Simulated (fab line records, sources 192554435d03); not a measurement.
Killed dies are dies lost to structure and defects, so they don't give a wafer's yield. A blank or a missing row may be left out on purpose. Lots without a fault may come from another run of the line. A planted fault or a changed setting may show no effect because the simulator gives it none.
fab line records | flow n5_finfet
record lots=4 wafers=12 last_day=17
route steps=1938 shown BEOL_M11@1544 PASSIVATION@1936
lots that met no fault: from a run of the same line without faults
start_h: hours from the record's first day to the start of the lot's first wafer shown | wait_h: hours since the lot's step before | " the same as in the row above | L1.1+2: a row that stands for several wafers | - no value, or no start given | * or withheld: withheld | < > ~ a bound
route shown NAME@n: a module of which the file shows steps, and the number in the route of the first | usual: mean/standard deviation of fault-free wafers | same: alike in all rows | chamber/n: place in a boat | sites: the reading at each site | _std_site: their standard deviation | _edge_site: outer sites' mean less inner sites' | radius_mm: how far each site lies from the wafer's centre | mask NAME#n: copy n | behind: the tool/chamber that last shaped the wafer | hold: why the lot was held/for how many hours/how that ended | device: the transistor (n, p or np) that didn't switch | end of line: the same wafers' tests at the end of the route | a step without rows: its recipe alone | killed: dies lost to structure and defects at the first sort, not the wafer's yield | map: a wafer's dies, x killed, . not, _ none there
set.NAME: the setting as run; set.NAME@STEP: as run at that earlier step | model.NAME: the simulator's own value behind a step, which no gauge read
lots at some steps of the route; a table a step, a row a wafer
services: from which hour (start_h, from the record's first day; less than 0 if before it) a tool's chamber was out of use, for how many hours, and why
## steps
# step N5_BEOL_M11_EBR_07
# recipe solvent=PGMEA ebr_width_mm=1.5
# step N5_BEOL_M11_SOFTBAKE_06
# recipe temp_c=110 time_s=60 resist=CAR-ArF
# step N5_BEOL_M11_EXPOSE_08
# recipe mask_id=M11 na=1.35 source_shape=dipole sigma_inner=0.411 sigma_outer=0.611 polarization=te dose_mj=53.75
# step N5_BEOL_M11_PEB_09
# recipe peb_temp_c=withheld peb_time_s=60 resist=CAR-ArF
# step N5_BEOL_M11_DEVELOP_10
# recipe develop_time_s=30 developer=TMAH resist=CAR-ArF rinse_liquid=diw dry=air_spin dev_temp_c=23
# step N5_BEOL_M11_DESCUM_16
# recipe chemistry=O2 time_s=7.9 source_power_w=50 bias_power_w=20 pressure_mtorr=20 rf_frequency_hz=2.712e+07 temp_c=40 resist=CAR-ArF o2_flow_sccm=225
# step N5_BEOL_M11_ETCH_61
# recipe chemistry=CF4 target=SiARC target_depth_a=390 mask_material=CAR-ArF time_s=65 ion_energy_ev=80 pressure_mtorr=40 source_w=545 bias_w=36 Ar_flow_sccm=100 cf4_flow_sccm=100 ends=cleared
# step N5_BEOL_M11_ETCH_62
# recipe chemistry=N2/H2 target=SOC target_depth_a=1100 overetch_a=220 mask_material=SiARC temp_c=40 time_s=165 ion_energy_ev=200 pressure_mtorr=30 source_w=840 bias_w=150 n2_flow_sccm=200 h2_flow_sccm=200
# step N5_BEOL_M11_STRIP_68
# recipe chemistry=N2/H2 temp_c=40 n2_flow_sccm=200 h2_flow_sccm=200 rf_frequency_hz=6e+07
# step N5_BEOL_M11_STRIP_67
# recipe chemistry=CF4 resist=SiARC power_w=300 bias_power_w=75 pressure_mtorr=50 cf4_flow_sccm=150 rf_frequency_hz=6e+07
# usual drypump_motor_current_A=5.6/0.43 oes_product_au=0.82/0.077 rf_vpp_V=270.6/1.5 showerhead_plenum_p_Torr=1.77/0.056 throttle_valve_pct=13.40/0.19
# columns lot.wafer tool chamber start_h wait_h drypump_motor_current_A oes_product_au rf_hours_counter_h rf_vpp_V showerhead_plenum_p_Torr throttle_valve_pct
L650.4 rie_diel-01 1 233.93 0.0 5.8 0.83 - 269.2 1.75 13.32
L650.5 " 2 " " 5.2 0.78 - 269.5 1.73 13.56
L650.6 " 3 " " 5.6 0.75 - 273.3 1.87 13.53
L652.1 rie_diel-01 3 245.45 0.0 5.6 0.75 173 272.3 1.87 13.55
L652.2 " 2 " " 5.2 0.77 154 270.8 1.73 13.59
L652.4 " 1 " " 5.8 0.82 94 269.0 1.74 13.34
L653.1 rie_diel-01 2 255.93 0.0 5.2 0.76 159 269.8 1.73 13.59
L653.2 " 1 " " 5.8 0.82 98 267.5 1.74 13.36
L653.5 " 2 " " 5.2 0.76 - 271.1 1.73 13.59
L669.1 rie_diel-04 0 358.74 0.0 5.7 0.87 31 271.1 1.76 13.45
L669.2 " 2 " " 6.2 0.81 106 272.8 1.80 13.19
L669.5 " 1 " " 5.7 0.72 - 268.9 1.64 13.50
# step N5_BEOL_M11_HM_OPEN_17
# recipe chemistry=Cl2/BCl3 target_depth_a=200 overetch_a=60 target=TiN mask_material=SOC ion_energy_ev=150 pressure_mtorr=10 icp_w=1000 bias_w=126 Cl2_flow_sccm=53.25 bcl3_flow_sccm=21.75 Ar_flow_sccm=25
# step N5_BEOL_M11_STRIP_19
# recipe chemistry=O2 power_w=400 temp_c=40 pressure_mtorr=30 rf_frequency_hz=6e+07 bias_power_w=0 overash_fraction=0.2 o2_flow_sccm=225
# step N5_BEOL_M11_COAT_63
# recipe resist=SOC temp_c=250 time_s=60 spin_rpm=1500 resist_thk_nm=100
# step N5_BEOL_M11_COAT_64
# recipe resist=SiARC temp_c=220 time_s=60 spin_rpm=1500 resist_thk_nm=30
# step N5_BEOL_M11_COAT_22
# recipe resist=CAR-ArF spin_rpm=1500 resist_thk_nm=90
# step N5_BEOL_M11_EBR_24
# recipe solvent=PGMEA ebr_width_mm=1.5
# step N5_BEOL_M11_SOFTBAKE_23
# recipe temp_c=110 time_s=60 resist=CAR-ArF
# step N5_BEOL_M11_EXPOSE_25
# recipe mask_id=V10 na=1.35 source_shape=annular sigma_inner=0.5 sigma_outer=0.8 polarization=unpolarized dose_mj=85.5
# step N5_BEOL_M11_PEB_26
# recipe peb_temp_c=withheld peb_time_s=60 resist=CAR-ArF
# step N5_BEOL_M11_DEVELOP_27
# recipe develop_time_s=30 developer=TMAH resist=CAR-ArF rinse_liquid=diw dry=air_spin dev_temp_c=23
# step N5_BEOL_M11_INSPECT_30
# recipe mode=adi inspect_instrument=brightfield
# usual raw_defect_count=411/110
# columns lot.wafer tool chamber start_h wait_h raw_defect_count
L650.4 defect_inspect-02 - 234.92 0.0 326
L650.5 " - " " 376
L650.6 " - " " 387
L652.1 defect_inspect-01 - 246.58 0.0 481
L652.2 " - " " 270
L652.4 " - " " 949
L653.1 defect_inspect-02 - 257.87 0.0 416
L653.2 " - " " 977
L653.5 " - " " 353
L669.1 defect_inspect-02 - 359.79 0.0 542
L669.2 " - " " 448
L669.5 " - " " 445
# step N5_BEOL_M11_DESCUM_33
# recipe chemistry=O2 time_s=7.9 source_power_w=50 bias_power_w=20 pressure_mtorr=20 rf_frequency_hz=2.712e+07 temp_c=40 resist=CAR-ArF o2_flow_sccm=225
# step N5_PASSIVATION_PROBE_49
# usual defect_limited_yield=91.2/1.6 killed_at_M0_to_M3=34/11 killed_at_M4_up=14/5.7 killed_at_contacts=14/6.6 killed_at_front_end=37/10 killed_at_other=4/3.2 killed_dies=104/19 killed_on_rim=14/4.1 killed_open=69/13 killed_short=33/8.7 sort_bin_5_function=5.1/1 sort_bin_6_memory=3.3/0.76 sort_n_pass=1076/19 sort_yield_pct=91.2/1.6
# same gross_dies=1180 killed_at_back_side=0 sort_bin_4_leakage[%]=0 sort_bin_8_speed[%]=0
# columns lot.wafer tool chamber start_h wait_h defect_limited_yield[%] killed_at_M0_to_M3 killed_at_M4_up killed_at_contacts killed_at_front_end killed_at_other killed_dies killed_on_rim killed_open killed_short sort_bin_5_function[%] sort_bin_6_memory[%] sort_n_pass sort_yield_pct[%]
L652.4 prober-01 - 284.73 0.2 81.4 56 115 6 39 3 219 31 68 46 11.4 4.7 961 81.4
L653.1 prober-01 - 297.39 0.0 93.1 27 7 18 26 4 82 7 61 21 3.6 3.1 1098 93.1
L653.2 prober-01 - 297.44 0.1 82.7 22 116 13 43 10 204 32 64 32 11.2 4.0 976 82.7
L653.5 prober-01 - 297.59 0.2 91.1 27 12 25 35 6 105 15 72 33 5.7 3.2 1075 91.1
# killed by level:class
L652.4 BEOL_M11:unspecified=105 BEOL_M0_SAQP:geometric_particle:open=17 BEOL_M0_SAQP:geometric_particle:short=17 FIN_SAQP:geometric_particle:open=9 FIN_SAQP:geometric_particle:short=7 BEOL_M1:geometric_particle:open=7 MOL_CONTACT_COAG:geometric_particle:open=6 ILD0:geometric_particle:short=5
L653.1 MOL_CONTACT_COAG:geometric_particle:open=16 BEOL_M3:geometric_particle:open=10 STI_FIN_REVEAL:geometric_particle:open=7 FIN_SAQP:geometric_particle:open=6 BEOL_M0_SAQP:geometric_particle:open=3 BEOL_M1:geometric_particle:short=3 BEOL_M1:geometric_particle:open=3 FIN_SAQP:geometric_particle:short=2
L653.2 BEOL_M11:unspecified=108 MOL_CONTACT_COAG:geometric_particle:open=11 FIN_SAQP:geometric_particle:open=9 GATE_CUT:geometric_particle:short=9 STI_FIN_REVEAL:geometric_particle:open=6 BEOL_M1:geometric_particle:open=6 STARTING-WAFER:geometric_particle:open=6 PASS1_CAP:geometric_particle:short=5
L653.5 MOL_CONTACT_COAG:geometric_particle:open=18 STI_FIN_REVEAL:geometric_particle:open=13 BEOL_M1:geometric_particle:open=10 BEOL_M4:geometric_particle:open=8 MOL_CONTACT_COAG:geometric_particle:short=7 BEOL_M3:geometric_particle:open=6 FIN_SAQP:geometric_particle:short=4 FIN_SAQP:geometric_particle:open=3
# map L652.4 (x killed, . not)
_________________xx..........________________
______________xx.xxx.x..x......._____________
___________xxxxxxxxx....x........x.__________
__________xxxxxxxx.xxx..x...x......x_________
________xxxxxxxxxxx.x..........x......_______
_______xxxxxxxxxxxxxx.....x.........x..______
______xxxxxxxxxxxxxx.x.........x........_____
_____xxxxxxxxxxxxxxxx..........x.........____
____.....xxxxxxxxxxx........x.............___
___....xxxx.xxxxxxxx.............x.........__
___.x.....xx.x.xxx...............xx........__
__...x.....x..xx..........................x._
__...xx.xx....x.................x..........._
_.............x..x...........x...x...x......x
_...........x.......x.........x.......x......
_......................x..xx.......x...x.....
_x...................x.......................
_.............x..x........x.......x.x........
_................x........x......x....x......
_.xx..............x........x.......x..x......
_..............x.................x...x....x..
__..........x....x.......x................x._
__........................x...x...x........._
___..x.............x......x..x.............__
___..x.....x.x..............x..............__
____...................x.......x...x....x.___
_____.......x..........................x.____
______.x.x.........x....x.........x..x.._____
_______.......................x...xx...______
________x............x.......x.x......_______
__________..x......x.............x.._________
___________.........x..............__________
______________....xx........x..._____________
_________________.........x..________________
# map L653.2 (x killed, . not)
_________________x......x....________________
______________xxxx.............._____________
___________xxxxxxxx..........x.....__________
__________xxxxxxxxxx..x.xx.......x.._________
________xxxxxxxxxx.xx.x............xx._______
_______xxxxxxxxxxxxxx.....x..x.........______
______xxxxxxxxxxxxxx.........x.....x...._____
_____..xxxxxxxxxxxxx.x...................____
____....xxxxxxx.xxxxxx............x.....x.___
___.x..xxxxxxxxxx.xx.......x........x......__
___......xxxxxxxx.x............x.........x.__
__....x.....x.xx......................x....._
__x.....................x..x................_
_.............x.........x......x.............
_.................................xx.........
_......x.......x.........x..................x
_........x.......x.x.............x..x......x.
_.......x...x.............x....xx.x..........
_..x..x.......x.x.................x..........
_x....x....x..................xx.x.....x.....
_.........x..................................
__............................x...x........._
__........x.x........................x......_
___.............x..................x.......__
___...x........x.............x..........x..__
____...x..x.............................x.___
_____..x.........................x..x..x.____
______.........................x..x....._____
_______..............................x.______
________...........x......x..........._______
__________x.................x......._________
___________..............x..x.x.x..__________
______________........x........._____________
_________________......x.....________________
## services
# columns tool chamber start_h hours kind
rie_diel-01 1 218.33 2.2 repair
rie_diel-04 0 235.68 - clean
rie_diel-04 0 235.68 - consumable_replace:focus_ring
rie_diel-04 0 235.68 26.3 scheduled_down
rie_diel-04 0 235.68 26.3 vent_cycle
rie_diel-04 - 237.68 2.8 pm
rie_diel-01 0 254.85 1.3 repair
rie_diel-01 0 269.55 3.6 repair
rie_diel-04 - 288.48 2.1 repair
rie_diel-01 1 305.80 8.6 repair
rie_diel-04 3 336.67 - clean
rie_diel-04 3 336.67 - consumable_replace:focus_ring
rie_diel-04 3 336.67 - consumable_replace:showerhead
rie_diel-04 3 336.67 23.6 scheduled_down
rie_diel-04 3 336.67 23.6 vent_cycle
## key
first_sign step=N5_BEOL_M11_INSPECT_30 reading=raw_defect_count direction=up sigmas=5.2 usual=411 struck=963
effect step=N5_PASSIVATION_PROBE_49 reading=killed_at_M4_up direction=up sigmas=18 usual=14 struck=116
more_kills_born_at N5_BEOL_M11_STRIP_67@rie_diel-01=213
met_at N5_BEOL_M11_STRIP_67
struck_wafers L652.4,L653.2
onset_between 233.93 245.45
fault kind=chamber_particle_source tool=rie_diel-01 chamber=1 onset_h=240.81 steps=N5_BEOL_M11_STRIP_67 rate_per_visit_cm2=0.87792 end_h=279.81
